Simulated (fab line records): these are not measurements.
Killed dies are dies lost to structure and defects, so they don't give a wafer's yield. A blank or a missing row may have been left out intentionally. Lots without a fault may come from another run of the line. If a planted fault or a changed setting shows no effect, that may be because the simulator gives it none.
Struck lot and sound lot, side by side :: flow nandHarc :: 15 steps out of a route of 1302
Sound: these wafers, L200.2, L200.5, L200.6. Struck: wafer L189.3. (L189.5, L189.6 of the same lot were not struck and are left out.) The cause comes at the end.
At each step with rows: each side's tool, then ch and its chambers, then its first start. Under that, the readings that differ: sound wafers :: struck wafers :: difference of the means :: sigmas: that difference in standard deviations of wafers without a fault.
alike: a reading whose means differ by less than 2 such deviations, as well as words and numbers matching on both sides. not compared: withheld readings; readings where some wafer has no value; bounds like >300 that might hide an equal value; numbers whose values overlap and for which the record gives no deviation.
Wherever a step has rows on one side only, a row that says differs or no value, or a row with sigmas, the two part there. Non-overlapping numbers with no deviation appear without sigmas and do not part them. A reading that every wafer of one side lacks parts them only if that side has two wafers or more.

first, 3 steps without rows for these wafers: NHARC_A_CHANNEL_HOLE_D1_STRIP_41 (strips in N2/H2); NHARC_A_CHANNEL_HOLE_D1_STRIP_42 (strips in CF4/CHF3); NHARC_A_CHANNEL_HOLE_D1_STRIP_43 (strips in O2/COS).
NHARC_A_CHANNEL_HOLE_D1_ETCH_44: etches the open film in CF4/O2, target depth 140 nm, overetch 14 nm, time 77 s.
  sound on rieDiel-02 ch 1,2,3, day 15 08:47; struck on rieDiel-02 ch 1, day 10 15:47
  alike: drypumpMotorCurrentA, o2FlowSccm, oesProductAu, rfVppV, showerheadPlenumPTorr, throttleValvePct
  not compared: rfHoursCounterH
NHARC_A_CHANNEL_HOLE_D1_STRIP_27: strips in O2.
  sound: rieDiel-02 ch 0,1,3; struck: rieDiel-02 ch 3
  alike: drypumpMotorCurrentA, o2FlowSccm, oesProductAu, rfVppV, showerheadPlenumPTorr, throttleValvePct
  not compared: rfHoursCounterH
then, 2 steps without rows for these wafers: NHARC_A_CHANNEL_HOLE_D1_PRECLEAN_28 (cleans in SC1); NHARC_A_CHANNEL_HOLE_D1_SRD_29.
NHARC_A_CHANNEL_HOLE_D1_CD_MEAS_30:
  sound on cdSem-03 at day 15 09:34; struck on cdSem-03 at day 10 16:34
  alike: cdNm
NHARC_A_CHANNEL_HOLE_D1_XSEM_31:
  sound on xsem-01 ch 0, day 15 09:39; struck on xsem-02 ch 0, day 10 16:39
  alike: botCdNm, bowNm, tiltDeg
NHARC_A_CHANNEL_HOLE_D1_INSPECT_40:
  sound on defectInspect-01 at day 15 09:44; struck on defectInspect-02 at day 10 16:44
  alike: rawDefectCount
then, 2 steps without rows for these wafers: NHARC_A_CHANNEL_FILL_D1_PRECLEAN_00 (cleans in SC1); NHARC_A_CHANNEL_FILL_D1_SRD_01.
NHARC_A_CHANNEL_FILL_D1_ALD_02: deposits SiO2, target thk 6 nm, pulse time 10 s, ald cycles 60.
  sound on aldHk-03 ch 0,3, day 15 09:56; struck on aldHk-02 ch 0, day 10 16:56
reading: aldCycles
sound: 60 60 60
struck: 47
difference: -13
sigmas: 
  alike: heaterPowerW, precursorPulseHeightRel
NHARC_A_CHANNEL_FILL_D1_ALD_03: deposits SiNx, target thk 6 nm, pulse time 60 s, ald cycles 58.
  sound: aldSinBatch-02 ch 0; struck: aldSinBatch-01 ch 0
  alike: precursorPulseHeightRel
  not compared: aldCycles
-- jump in the record: it breaks off in module A_CHANNEL_FILL_D1 and resumes in module END (first step shown: number 1302 of the route), and 15 days separate the struck wafers' starts before and after --
NHARC_END_SORT_01:
  only the struck wafers appear in the record here, on prober-01 ch 0 at day 26 00:58; the sound ones have no rows

## WHERE THEY PART
At NHARC_END_SORT_01 and nowhere else, as far as this record goes.

WHY: the cause the simulator had injected
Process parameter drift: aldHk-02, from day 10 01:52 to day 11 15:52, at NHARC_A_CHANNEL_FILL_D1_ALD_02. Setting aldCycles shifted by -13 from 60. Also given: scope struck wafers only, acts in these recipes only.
